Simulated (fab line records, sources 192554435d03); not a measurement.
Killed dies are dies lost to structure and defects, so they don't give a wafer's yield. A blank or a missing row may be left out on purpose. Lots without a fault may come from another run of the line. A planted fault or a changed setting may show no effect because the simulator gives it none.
Chamber matching | flow n5_finfet | N5_BEOL_M5_ALD_86 on ald_metal-04: 4 sister chambers
The step deposits TaN, pulse time 2 s, purge time 3 s, co reactant purge time 2 s. 16 wafers are shown with their chamber, then 8 later ones without.

WAFERS WITH THEIR CHAMBER
wafer  | chamber | heater_power_w (W) | precursor_vessel_pressure_torr (Torr)
L074.2 | 3       | 434                | 26.19
L074.5 | 3       | 428                | 26.24
L074.6 | 0       | 363                | 26.25
L075.2 | 3       | 432                | 26.22
L075.3 | 0       | 365                | 26.29
L075.4 | 2       | 375                | 26.20
L076.1 | 0       | 368                | 26.20
L076.2 | 2       | 368                | 26.30
L076.4 | 1       | 433                | 26.21
L079.3 | 2       | 370                | 26.25
L079.5 | 2       | 377                | 26.24
L079.6 | 1       | 447                | 26.27
L083.1 | 3       | 428                | 26.25
L083.4 | 0       | 377                | 26.24
L083.6 | 3       | 434                | 26.20
L088.2 | 3       | 428                | 26.23

SIGNATURES (means of the wafers above)
reading                        | chamber 0 | chamber 1 | chamber 2 | chamber 3 | scatter within a chamber
heater_power_w                 | 368.25    | 440.00    | 372.50    | 430.67    | 5.09
precursor_vessel_pressure_torr | 26.2450   | 26.2400   | 26.2475   | 26.2217   | 0.0337
Rule: a wafer's distance from a chamber is the root of the sum, over the readings, of the square of ((its reading less the chamber's mean) divided by the reading's scatter). The wafer belongs to the nearest chamber; if the next one is less than 2 further off, it can't be placed. The scatter: the root of (the sum of the squares of (reading less its chamber's mean) over the shown wafers, divided by (wafers less chambers)).

WAFERS WITHOUT THEIR CHAMBER
wafer  | heater_power_w (W) | precursor_vessel_pressure_torr (Torr)
L088.4 | 449                | 26.34
L088.5 | 370                | 26.33
L095.1 | 375                | 26.26
L095.2 | 436                | 26.33
L095.4 | 436                | 26.20
L094.1 | 372                | 26.25
L094.4 | 374                | 26.17
L094.5 | 373                | 26.20

WHICH CHAMBER EACH WENT THROUGH
wafer  | from the rows above     | in truth
L088.4 | can't be placed: 1 or 3 | 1
L088.5 | can't be placed: 2 or 0 | 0
L095.1 | can't be placed: 2 or 0 | 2
L095.2 | can't be placed: 1 or 3 | 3
L095.4 | can't be placed: 3 or 1 | 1
L094.1 | can't be placed: 2 or 0 | 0
L094.4 | can't be placed: 2 or 0 | 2
L094.5 | can't be placed: 2 or 0 | 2
Placed correctly: 0 of 8. Can't be placed from these rows: 8 (the true chamber is among the candidates in 8). Placed wrongly: 0.
